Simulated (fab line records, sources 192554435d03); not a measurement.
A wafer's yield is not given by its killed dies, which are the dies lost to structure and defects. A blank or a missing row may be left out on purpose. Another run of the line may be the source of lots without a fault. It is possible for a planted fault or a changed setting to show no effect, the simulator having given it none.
fab line records	flow n5_finfet
record lots=24	wafers=72	last_day=17
route steps=1938 shown BEOL_M0@722 BEOL_M1@776
lots with no fault: from the same line, run without faults
start_h: the number of hours between the record's first day and the start of the first shown wafer of the lot	wait_h: hours since the lot's step before	" the same as in the row above	L1.1+2: several wafers, shown together as one row	- no value, or no start was given	* or withheld: withheld	< > ~ a bound
route shown NAME@n: NAME is a module with steps in the file, n the number in the route of the first one	usual: mean/standard deviation taken from wafers without a fault	same: alike in all rows	chamber/n: place in a boat	sites: readings site by site	_std_site: their standard deviation	_edge_site: outer sites' mean less inner sites'	radius_mm: how far each site lies from the wafer's centre	mask NAME#n: copy n	behind: tool/chamber where the wafer was last shaped	hold: what put the lot on hold/how long, in hours/how the hold closed	device: the n, p or np transistor that did not switch	end of line: tests of these same wafers at the route's end	a step given without rows: its recipe and nothing more	killed: the dies lost at the first sort to structure and to defects; this is not the yield of the wafer	map: a wafer's dies, marking killed ones x, the rest . and places with no die _
set.NAME: the run value of the setting; set.NAME@STEP: its run value at that earlier step	model.NAME: the simulator's own value behind a step, which no gauge read
route steps across a sampled set of lots; one table per step, one row per wafer
services: when a tool's chamber went out of use (start_h, in hours from the record's first day, below 0 if earlier), for how many hours, and the reason
## steps
# step N5_BEOL_M0_STRIP_142
# recipe chemistry=N2/H2	time_s=10	power_w=450	temp_c=40	pressure_mtorr=20	rf_frequency_hz=6e+07	bias_power_w=7	n2_flow_sccm=200	h2_flow_sccm=200
# usual drypump_motor_current_A=5.7/0.43	oes_product_au=0.85/0.068	rf_vpp_V=59.3/0.89	showerhead_plenum_p_Torr=2.59/0.091	temp_c=40.01/0.12	throttle_valve_pct=23.6/0.36
# same time_s=10
lot.wafer	tool	chamber	start_h	wait_h	drypump_motor_current_A	oes_product_au	rf_hours_counter_h	rf_vpp_V	showerhead_plenum_p_Torr	temp_c	throttle_valve_pct
L074.1	rie_diel-03	3	114.56	0.0	5.7	0.87	31	59.7	2.60	39.94	23.7
L074.2	"	0	"	"	6.1	0.84	75	58.4	2.57	40.49	24.1
L074.6	"	3	"	"	5.6	0.88	-	58.8	2.60	40.19	23.7
L075.2	rie_diel-06	2	126.73	0.0	5.1	0.91	14	59.7	2.60	40.21	23.4
L075.3	"	1	"	"	6.1	0.79	85	58.3	2.44	40.05	23.3
L075.6	"	0	"	"	6.1	0.89	-	59.4	2.71	40.14	23.4
L076.1	rie_diel-06	1	131.16	0.0	6.1	0.79	88	58.9	2.44	40.12	23.3
L076.3	"	0	"	"	6.1	0.87	36	59.2	2.71	40.16	23.4
L076.4	"	0	"	"	6.1	0.87	-	59.4	2.71	39.89	23.4
L077.2	rie_diel-06	1	137.26	0.0	6.1	0.80	91	59.7	2.44	39.93	23.3
L077.3	"	0	"	"	6.2	0.87	39	59.7	2.71	39.93	23.4
L077.6	"	2	"	"	5.1	0.91	-	58.4	2.60	40.13	23.4
L078.1	rie_diel-02	0	143.15	0.0	6.5	0.98	11	59.8	2.49	39.91	24.1
L078.2	"	3	"	"	4.9	0.82	71	60.1	2.58	39.78	23.4
L078.5	"	3	"	"	4.9	0.83	-	60.4	2.58	39.90	23.3
L079.1	rie_diel-03	3	144.84	0.0	5.6	0.87	41	59.9	2.59	39.89	23.7
L079.5	"	2	"	"	5.5	0.92	-	58.9	2.72	39.93	24.1
L079.6	"	3	"	"	5.6	0.86	-	58.0	2.59	39.90	23.7
L080.1	rie_diel-03	1	153.55	0.0	5.7	0.94	11	59.8	2.69	40.07	23.0
L080.2	"	2	"	"	5.5	0.90	28	59.7	2.71	40.11	24.1
L080.6	"	3	"	"	5.6	0.86	-	59.9	2.59	39.90	23.7
L081.3	rie_diel-06	2	156.40	0.0	5.1	0.89	27	60.7	2.59	40.02	23.4
L081.4	"	3	"	"	5.8	0.85	63	58.1	2.68	40.07	23.3
L081.5	"	0	"	"	6.2	0.86	-	60.1	2.70	40.26	23.4
L082.1	rie_diel-06	1	160.72	0.0	6.1	0.79	100	59.5	2.44	40.21	23.3
L082.3	"	2	"	"	5.1	0.89	29	59.5	2.59	39.95	23.4
L082.4	"	0	"	"	6.2	0.85	47	60.6	2.70	39.99	23.4
L083.4	rie_diel-06	3	166.28	0.0	5.8	0.85	68	58.8	2.68	39.97	23.3
L083.5	"	0	"	"	6.2	0.86	-	60.5	2.70	40.19	23.4
L083.6	"	1	"	"	6.1	0.79	-	58.6	2.44	40.00	23.3
L084.2	rie_diel-02	3	175.35	0.0	4.9	0.81	83	58.9	2.57	39.69	23.4
L084.4	"	1	"	"	5.7	0.68	255	59.0	2.59	40.05	23.6
L084.5	"	3	"	"	4.9	0.82	-	60.0	2.58	39.77	23.4
L085.1	rie_diel-03	2	181.86	0.0	5.5	0.89	37	58.4	2.71	39.86	24.2
L085.3	"	1	"	"	5.6	0.92	19	59.1	2.69	39.94	23.0
L085.6	"	2	"	"	5.5	0.90	-	59.8	2.71	40.07	24.2
L086.2	rie_diel-02	0	189.16	0.0	6.5	0.93	29	58.5	2.49	40.12	24.1
L086.4	"	0	"	"	6.4	0.94	-	58.1	2.49	40.00	24.1
L086.6	"	2	"	"	5.6	0.67	-	58.9	2.48	40.06	23.8
L087.1	rie_diel-03	0	195.93	0.0	6.1	0.82	102	58.6	2.56	40.19	24.2
L087.3	"	2	"	"	5.5	0.88	42	58.8	2.71	40.08	24.2
L087.6	"	1	"	"	5.7	0.91	-	59.9	2.69	40.11	23.1
L088.1	rie_diel-06	2	204.97	0.0	5.1	0.87	42	59.2	2.59	39.85	23.4
L088.5	"	3	"	"	5.8	0.84	-	59.5	2.67	40.03	23.3
L088.6	"	0	"	"	6.1	0.84	-	59.0	2.70	40.15	23.4
L090.2	rie_diel-02	0	214.18	0.0	6.4	0.91	41	59.6	2.48	39.83	24.1
L090.5	"	0	"	"	6.5	0.91	-	57.3	2.48	40.03	24.1
L090.6	"	2	"	"	5.6	0.66	-	60.7	2.48	40.02	23.8
L089.3	rie_diel-06	3	214.29	0.0	5.8	0.83	85	59.2	2.67	39.96	23.3
L089.4	"	2	"	"	5.1	0.86	45	59.9	2.59	40.16	23.4
L089.5	"	3	"	"	5.8	0.83	-	59.5	2.67	40.07	23.3
L091.1	rie_diel-06	2	221.84	0.0	5.1	0.85	47	59.2	2.59	39.79	23.4
L091.2	"	1	"	"	6.1	0.76	119	59.0	2.43	40.10	23.3
L091.4	"	0	"	"	6.1	0.82	70	61.2	2.69	40.03	23.4
L092.2	rie_diel-02	0	224.78	0.0	6.4	0.90	45	57.5	2.48	39.93	24.1
L092.3	"	3	"	"	4.9	0.79	104	59.2	2.57	39.98	23.4
L092.4	"	1	"	"	5.7	0.98	-	58.6	2.59	39.98	23.2
L093.3	rie_diel-03	2	226.91	0.0	5.5	0.87	53	58.5	2.70	40.13	24.2
L093.4	"	1	"	"	5.7	0.89	31	59.1	2.68	40.05	23.1
L093.5	"	2	"	"	5.5	0.87	-	61.1	2.70	40.03	24.2
L094.2	rie_diel-03	3	234.51	0.0	5.6	0.83	72	58.0	2.58	40.01	23.8
L094.3	"	2	"	"	5.5	0.88	55	61.6	2.70	39.80	24.2
L094.5	"	3	"	"	5.6	0.83	-	59.5	2.58	39.89	23.8
L095.4	rie_diel-03	3	244.34	0.0	5.6	0.82	75	60.7	2.58	40.11	23.8
L095.5	"	3	"	"	5.6	0.82	-	59.8	2.58	40.03	23.8
L095.6	"	2	"	"	5.5	0.87	-	58.1	2.70	39.87	24.2
L096.2	rie_diel-06	0	245.73	0.0	6.1	0.82	79	60.2	2.69	39.98	23.4
L096.3	"	3	"	"	5.8	0.82	96	60.0	2.66	40.08	23.4
L096.6	"	1	"	"	6.1	0.77	-	60.3	2.43	39.97	23.4
L097.1	rie_diel-02	1	252.51	0.0	5.7	0.94	11	58.8	2.59	40.20	23.2
L097.3	"	2	"	"	5.6	1.00	1	56.9	2.48	40.02	23.4
L097.4	"	3	"	"	4.9	0.77	116	59.4	2.56	39.88	23.4
# step N5_BEOL_M0_ALD_136
# recipe material=TaN	target_thk_a=*	temp_c=275	ald_precursor_family=PDMAT	ald_co_reactant=NH3	pressure_torr=3	carrier_flow_sccm=1500	pulse_time_s=2	purge_time_s=3	co_reactant_purge_time_s=2	co_reactant_pulse_time_s=3	ald_cycles=30	precursor_vessel_temp_c=75	precursor_vessel_pressure_torr=26.25	precursor_vessel_carrier_sccm=1000
# usual heater_power_w=406/42	mfc_carrier_sccm=1500/4.2
lot.wafer	tool	chamber	start_h	wait_h	heater_power_w	mfc_carrier_sccm
L074.1	ald_metal-02	2	115.42	0.1	408	1501
L074.2	"	0	"	"	450	1507
L074.6	"	2	"	"	409	1506
L075.2	ald_metal-04	2	127.30	0.1	366	1497
L075.3	"	1	"	"	373	1496
L075.6	"	2	"	"	370	1492
L076.1	ald_metal-04	0	132.30	0.3	504	1503
L076.3	"	2	"	"	351	1500
L076.4	"	1	"	"	376	1496
L077.2	ald_metal-02	3	137.99	0.1	373	1500
L077.3	"	0	"	"	445	1494
L077.6	"	3	"	"	368	1500
L078.1	ald_metal-04	0	143.87	0.0	519	1494
L078.2	"	1	"	"	365	1503
L078.5	"	1	"	"	375	1500
L079.1	ald_metal-02	0	145.46	0.0	456	1504
L079.5	"	3	"	"	371	1503
L079.6	"	0	"	"	447	1500
L080.1	ald_metal-02	0	155.48	0.0	442	1502
L080.2	"	1	"	"	386	1501
L080.6	"	1	"	"	384	1500
L081.3	ald_metal-02	0	157.00	0.1	449	1497
L081.4	"	3	"	"	381	1504
L081.5	"	0	"	"	444	1494
L082.1	ald_metal-03	0	161.53	0.0	396	1500
L082.3	"	1	"	"	375	1499
L082.4	"	2	"	"	430	1505
L083.4	ald_metal-03	1	167.48	0.1	380	1498
L083.5	"	0	"	"	391	1504
L083.6	"	1	"	"	373	1497
L084.2	ald_metal-03	1	175.83	0.0	386	1501
L084.4	"	3	"	"	405	1498
L084.5	"	2	"	"	413	1501
L085.1	ald_metal-02	1	182.98	0.0	377	1503
L085.3	"	0	"	"	440	1494
L085.6	"	0	"	"	469	1501
L086.2	ald_metal-02	0	190.45	0.1	445	1496
L086.4	"	1	"	"	387	1500
L086.6	"	0	"	"	438	1494
L087.1	ald_metal-04	1	196.60	0.1	370	1504
L087.3	"	0	"	"	511	1504
L087.6	"	2	"	"	367	1494
L088.1	ald_metal-04	2	205.57	0.0	361	1498
L088.5	"	0	"	"	507	1507
L088.6	"	1	"	"	377	1498
L090.2	ald_metal-04	2	214.85	0.0	367	1502
L090.5	"	0	"	"	504	1502
L090.6	"	2	"	"	356	1500
L089.3	ald_metal-03	1	215.07	0.0	378	1501
L089.4	"	2	"	"	423	1499
L089.5	"	2	"	"	412	1497
L091.1	ald_metal-04	1	222.44	0.0	366	1505
L091.2	"	2	"	"	364	1499
L091.4	"	1	"	"	368	1501
L092.2	ald_metal-03	2	226.08	0.0	412	1502
L092.3	"	1	"	"	373	1507
L092.4	"	0	"	"	394	1495
L093.3	ald_metal-03	1	227.63	0.1	372	1494
L093.4	"	2	"	"	412	1498
L093.5	"	3	"	"	407	1503
L094.2	ald_metal-04	0	235.37	0.0	507	1493
L094.3	"	2	"	"	357	1495
L094.5	"	3	"	"	468	1502
L095.4	ald_metal-02	0	245.61	0.1	442	1496
L095.5	"	3	"	"	372	1494
L095.6	"	0	"	"	445	1496
L096.2	ald_metal-02	0	246.83	0.0	432	1501
L096.3	"	2	"	"	390	1498
L096.6	"	3	"	"	367	1510
L097.1	ald_metal-02	3	253.53	0.2	377	1498
L097.3	"	0	"	"	432	1509
L097.4	"	1	"	"	390	1508
# step N5_BEOL_M0_INSPECT_127
# recipe inspect_instrument=darkfield	mode=post_dep
# usual raw_defect_count=71/26
lot.wafer	tool	chamber	start_h	wait_h	raw_defect_count
L074.1	defect_inspect-01	-	117.76	0.0	71
L074.2	"	-	"	"	125
L074.6	"	-	"	"	63
L075.2	defect_inspect-01	-	130.88	0.0	50
L075.3	"	-	"	"	60
L075.6	"	-	"	"	40
L076.1	defect_inspect-02	-	136.13	0.0	65
L076.3	"	-	"	"	75
L076.4	"	-	"	"	64
L077.2	defect_inspect-01	-	140.27	0.0	43
L077.3	"	-	"	"	35
L077.6	"	-	"	"	49
L078.1	defect_inspect-01	-	146.39	0.0	62
L078.2	"	-	"	"	41
L078.5	"	-	"	"	43
L079.1	defect_inspect-02	-	147.74	0.0	37
L079.5	"	-	"	"	90
L079.6	"	-	"	"	40
L080.1	defect_inspect-01	-	157.39	0.0	63
L080.2	"	-	"	"	54
L080.6	"	-	"	"	32
L081.3	defect_inspect-01	-	159.09	0.0	75
L081.4	"	-	"	"	97
L081.5	"	-	"	"	87
L082.1	defect_inspect-01	-	165.17	0.0	45
L082.3	"	-	"	"	72
L082.4	"	-	"	"	90
L083.4	defect_inspect-01	-	169.87	0.0	63
L083.5	"	-	"	"	81
L083.6	"	-	"	"	96
L084.2	defect_inspect-01	-	177.77	0.0	92
L084.4	"	-	"	"	158
L084.5	"	-	"	"	78
L085.1	defect_inspect-02	-	186.72	0.0	60
L085.3	"	-	"	"	54
L085.6	"	-	"	"	82
L086.2	defect_inspect-01	-	192.56	0.0	74
L086.4	"	-	"	"	74
L086.6	"	-	"	"	91
L087.1	defect_inspect-02	-	199.90	0.0	76
L087.3	"	-	"	"	94
L087.6	"	-	"	"	82
L088.1	defect_inspect-01	-	207.87	0.0	111
L088.5	"	-	"	"	101
L088.6	"	-	"	"	123
L090.2	defect_inspect-02	-	216.91	0.0	87
L090.5	"	-	"	"	132
L090.6	"	-	"	"	84
L089.3	defect_inspect-02	-	217.53	0.0	80
L089.4	"	-	"	"	54
L089.5	"	-	"	"	91
L091.1	defect_inspect-01	-	225.02	0.0	47
L091.2	"	-	"	"	94
L091.4	"	-	"	"	112
L092.2	defect_inspect-02	-	228.01	0.0	63
L092.3	"	-	"	"	53
L092.4	"	-	"	"	47
L093.3	defect_inspect-01	-	230.01	0.0	25
L093.4	"	-	"	"	56
L093.5	"	-	"	"	78
L094.2	defect_inspect-01	-	239.68	0.0	49
L094.3	"	-	"	"	41
L094.5	"	-	"	"	54
L095.4	defect_inspect-02	-	247.60	0.0	52
L095.5	"	-	"	"	71
L095.6	"	-	"	"	73
L096.2	defect_inspect-01	-	248.96	0.0	77
L096.3	"	-	"	"	70
L096.6	"	-	"	"	82
L097.1	defect_inspect-01	-	257.02	0.0	62
L097.3	"	-	"	"	69
L097.4	"	-	"	"	51
# step N5_BEOL_M1_CD_MEAS_18
# recipe pitch_nm=36	target_cd_nm=18
# usual cd_nm=17.8/0.35
lot.wafer	tool	chamber	start_h	wait_h	cd_nm
L074.1	cd_sem-03	-	121.03	0.0	18.4
L074.2	"	-	"	"	18.0
L074.6	"	-	"	"	18.5
L075.2	cd_sem-02	-	132.41	0.1	17.7
L075.3	"	-	"	"	18.1
L075.6	"	-	"	"	18.5
L076.1	cd_sem-01	-	137.42	0.0	17.3
L076.3	"	-	"	"	17.5
L076.4	"	-	"	"	17.5
L077.2	cd_sem-01	-	144.23	0.1	17.8
L077.3	"	-	"	"	18.2
L077.6	"	-	"	"	18.1
L078.1	cd_sem-01	-	150.06	0.0	18.2
L078.2	"	-	"	"	18.5
L078.5	"	-	"	"	17.9
L079.1	cd_sem-01	-	150.48	0.1	17.6
L079.5	"	-	"	"	17.9
L079.6	"	-	"	"	18.1
L080.1	cd_sem-01	-	159.32	0.0	18.1
L080.2	"	-	"	"	17.8
L080.6	"	-	"	"	17.9
L081.3	cd_sem-02	-	161.69	0.1	18.0
L081.4	"	-	"	"	17.9
L081.5	"	-	"	"	18.0
L082.1	cd_sem-03	-	167.81	0.0	17.3
L082.3	"	-	"	"	17.7
L082.4	"	-	"	"	18.0
L083.4	cd_sem-01	-	174.15	0.1	17.9
L083.5	"	-	"	"	17.7
L083.6	"	-	"	"	18.0
L084.2	cd_sem-02	-	183.48	0.1	17.7
L084.4	"	-	"	"	17.8
L084.5	"	-	"	"	17.4
L085.1	cd_sem-02	-	188.58	0.0	17.8
L085.3	"	-	"	"	17.4
L085.6	"	-	"	"	17.9
L086.2	cd_sem-03	-	195.92	0.1	17.3
L086.4	"	-	"	"	17.5
L086.6	"	-	"	"	17.5
L087.1	cd_sem-02	-	204.59	0.0	18.0
L087.3	"	-	"	"	17.8
L087.6	"	-	"	"	18.1
L088.1	cd_sem-02	-	210.07	0.0	17.4
L088.5	"	-	"	"	17.3
L088.6	"	-	"	"	17.1
L090.2	cd_sem-01	-	219.02	0.1	17.3
L090.5	"	-	"	"	17.6
L090.6	"	-	"	"	17.5
L089.3	cd_sem-01	-	219.67	0.1	18.1
L089.4	"	-	"	"	17.8
L089.5	"	-	"	"	17.8
L091.1	cd_sem-03	-	227.18	0.0	17.6
L091.2	"	-	"	"	17.8
L091.4	"	-	"	"	17.2
L092.2	cd_sem-01	-	230.37	0.1	17.6
L092.3	"	-	"	"	17.9
L092.4	"	-	"	"	17.2
L093.3	cd_sem-01	-	231.15	0.1	18.1
L093.4	"	-	"	"	18.6
L093.5	"	-	"	"	18.3
L094.2	cd_sem-02	-	242.23	0.1	18.4
L094.3	"	-	"	"	17.6
L094.5	"	-	"	"	18.0
L095.4	cd_sem-01	-	250.86	0.1	18.1
L095.5	"	-	"	"	18.2
L095.6	"	-	"	"	18.1
L096.2	cd_sem-03	-	252.42	0.1	18.2
L096.3	"	-	"	"	17.6
L096.6	"	-	"	"	18.3
L097.1	cd_sem-03	-	260.04	0.0	17.7
L097.3	"	-	"	"	17.6
L097.4	"	-	"	"	18.2
# step N5_BEOL_M1_OVL_MEAS_29
# recipe points_per_wafer=522
# usual V0_OVL=0.1/0.57
lot.wafer	tool	chamber	start_h	wait_h	V0_OVL[nm]
L074.1	overlay-01	0	121.38	0.0	0.3
L074.2	"	0	"	"	0.8
L074.6	"	0	"	"	0.7
L075.2	overlay-01	0	132.76	0.0	-0.5
L075.3	"	0	"	"	-1.0
L075.6	"	0	"	"	-0.3
L076.1	overlay-01	0	137.77	0.0	-0.1
L076.3	"	0	"	"	-0.6
L076.4	"	0	"	"	-0.8
L077.2	overlay-02	0	144.58	0.0	1.1
L077.3	"	0	"	"	0.2
L077.6	"	0	"	"	0.7
L078.1	overlay-02	0	150.41	0.0	-0.6
L078.2	"	0	"	"	-0.3
L078.5	"	0	"	"	0.2
L079.1	overlay-02	0	150.82	0.0	0.1
L079.5	"	0	"	"	0.0
L079.6	"	0	"	"	-0.7
L080.1	overlay-01	0	159.67	0.0	0.3
L080.2	"	0	"	"	0.4
L080.6	"	0	"	"	0.3
L081.3	overlay-02	0	162.05	0.0	1.2
L081.4	"	0	"	"	0.1
L081.5	"	0	"	"	0.4
L082.1	overlay-02	0	168.29	0.0	1.4
L082.3	"	0	"	"	0.4
L082.4	"	0	"	"	0.6
L083.4	overlay-02	0	174.51	0.0	-0.4
L083.5	"	0	"	"	-0.3
L083.6	"	0	"	"	0.3
L084.2	overlay-01	0	183.96	0.0	-0.1
L084.4	"	0	"	"	-0.3
L084.5	"	0	"	"	-0.1
L085.1	overlay-02	0	189.05	0.0	-1.3
L085.3	"	0	"	"	0.3
L085.6	"	0	"	"	-0.1
L086.2	overlay-01	0	196.28	0.0	0.6
L086.4	"	0	"	"	0.0
L086.6	"	0	"	"	0.1
L087.1	overlay-02	0	204.93	0.0	0.7
L087.3	"	0	"	"	0.6
L087.6	"	0	"	"	0.3
L088.1	overlay-02	0	210.54	0.0	0.0
L088.5	"	0	"	"	-0.2
L088.6	"	0	"	"	-0.2
L090.2	overlay-02	0	219.37	0.0	0.0
L090.5	"	0	"	"	0.3
L090.6	"	0	"	"	-0.3
L089.3	overlay-02	0	220.03	0.0	-0.6
L089.4	"	0	"	"	-0.3
L089.5	"	0	"	"	-0.4
L091.1	overlay-01	0	227.53	0.0	-0.5
L091.2	"	0	"	"	-0.2
L091.4	"	0	"	"	-0.8
L092.2	overlay-01	0	230.85	0.0	-0.4
L092.3	"	0	"	"	0.2
L092.4	"	0	"	"	0.2
L093.3	overlay-02	0	231.51	0.0	1.6
L093.4	"	0	"	"	0.1
L093.5	"	0	"	"	1.6
L094.2	overlay-01	0	242.58	0.0	-0.6
L094.3	"	0	"	"	-0.7
L094.5	"	0	"	"	-1.3
L095.4	overlay-02	0	251.22	0.0	0.8
L095.5	"	0	"	"	0.5
L095.6	"	0	"	"	0.1
L096.2	overlay-02	0	252.78	0.0	0.1
L096.3	"	0	"	"	0.4
L096.6	"	0	"	"	0.3
L097.1	overlay-01	0	260.52	0.0	0.5
L097.3	"	0	"	"	0.7
L097.4	"	0	"	"	0.6
# step N5_BEOL_M1_OCD_MEAS_38
# usual trench_depth_nm=55.5/1.2
lot.wafer	tool	chamber	start_h	wait_h	trench_depth_nm
L074.1	ocd-02	-	126.71	-	57.1
L074.2	"	-	"	"	54.3
L074.6	"	-	"	"	56.1
L075.2	ocd-02	-	135.63	-	56.7
L075.3	"	-	"	"	54.9
L075.6	"	-	"	"	54.8
L076.1	ocd-01	-	138.66	-	53.7
L076.3	"	-	"	"	55.1
L076.4	"	-	"	"	54.2
L077.2	ocd-01	-	145.32	-	54.7
L077.3	"	-	"	"	53.7
L077.6	"	-	"	"	54.4
L078.1	ocd-01	-	152.18	-	56.3
L078.2	"	-	"	"	54.1
L078.5	"	-	"	"	54.4
L079.1	ocd-02	-	152.71	-	55.3
L079.5	"	-	"	"	53.9
L079.6	"	-	"	"	54.9
L080.1	ocd-02	-	160.51	-	56.4
L080.2	"	-	"	"	54.7
L080.6	"	-	"	"	56.0
L081.3	ocd-01	-	163.77	-	55.7
L081.4	"	-	"	"	57.0
L081.5	"	-	"	"	57.0
L082.1	ocd-01	-	169.04	-	58.3
L082.3	"	-	"	"	55.7
L082.4	"	-	"	"	56.8
L083.4	ocd-02	-	190.57	-	54.0
L083.5	"	-	"	"	54.7
L083.6	"	-	"	"	54.7
L084.2	ocd-02	-	190.61	-	54.1
L084.4	"	-	"	"	54.9
L084.5	"	-	"	"	55.8
L085.1	ocd-01	-	192.11	-	56.0
L085.3	"	-	"	"	55.2
L085.6	"	-	"	"	54.6
L086.2	ocd-02	-	198.63	-	55.8
L086.4	"	-	"	"	54.0
L086.6	"	-	"	"	55.1
L087.1	ocd-02	-	207.81	-	54.7
L087.3	"	-	"	"	53.0
L087.6	"	-	"	"	55.5
L088.1	ocd-01	-	214.30	-	54.7
L088.5	"	-	"	"	55.9
L088.6	"	-	"	"	57.4
L089.3	ocd-02	-	224.80	-	56.6
L089.4	"	-	"	"	58.1
L089.5	"	-	"	"	57.1
L090.2	ocd-02	-	226.20	-	57.3
L090.5	"	-	"	"	55.8
L090.6	"	-	"	"	55.6
L091.1	ocd-01	-	229.36	-	54.1
L091.2	"	-	"	"	55.1
L091.4	"	-	"	"	56.3
L092.2	ocd-01	-	234.43	-	54.9
L092.3	"	-	"	"	54.8
L092.4	"	-	"	"	55.2
L093.3	ocd-01	-	241.02	-	55.0
L093.4	"	-	"	"	55.0
L093.5	"	-	"	"	55.8
L094.2	ocd-01	-	255.46	-	58.5
L094.3	"	-	"	"	54.8
L094.5	"	-	"	"	58.6
L095.4	ocd-01	-	258.51	-	54.1
L095.5	"	-	"	"	53.4
L095.6	"	-	"	"	55.4
L096.2	ocd-01	-	261.35	-	57.0
L096.3	"	-	"	"	55.4
L096.6	"	-	"	"	58.3
L097.1	ocd-02	-	261.84	-	56.2
L097.3	"	-	"	"	57.2
L097.4	"	-	"	"	55.4
## services
tool	chamber	start_h	hours	kind
rie_diel-06	-	92.52	4.2	repair
rie_diel-03	1	96.15	-	clean
rie_diel-03	1	96.15	-	consumable_replace:focus_ring
rie_diel-03	1	96.15	-	consumable_replace:showerhead
rie_diel-03	1	96.15	24.7	scheduled_down
rie_diel-03	1	96.15	24.7	vent_cycle
ald_metal-02	3	170.39	7.1	repair
ald_metal-04	1	170.44	13.7	repair
rie_diel-02	2	177.14	9.3	repair
rie_diel-02	1	178.63	14.1	repair
ald_metal-04	-	186.83	8.7	pm
rie_diel-03	1	186.86	6.5	repair
rie_diel-02	1	193.11	-	clean
rie_diel-02	1	193.11	-	consumable_replace:focus_ring
rie_diel-02	1	193.11	25.0	scheduled_down
rie_diel-02	1	193.11	25.0	vent_cycle
rie_diel-03	1	202.38	5.7	repair
ald_metal-04	3	204.08	28.1	repair
rie_diel-03	-	207.12	0.4	repair
rie_diel-02	2	220.79	6.6	repair
rie_diel-02	3	222.10	1.4	repair
rie_diel-02	2	227.67	-	clean
rie_diel-03	2	246.73	2.6	repair
ald_metal-04	0	250.53	14.7	repair
## key
fault none
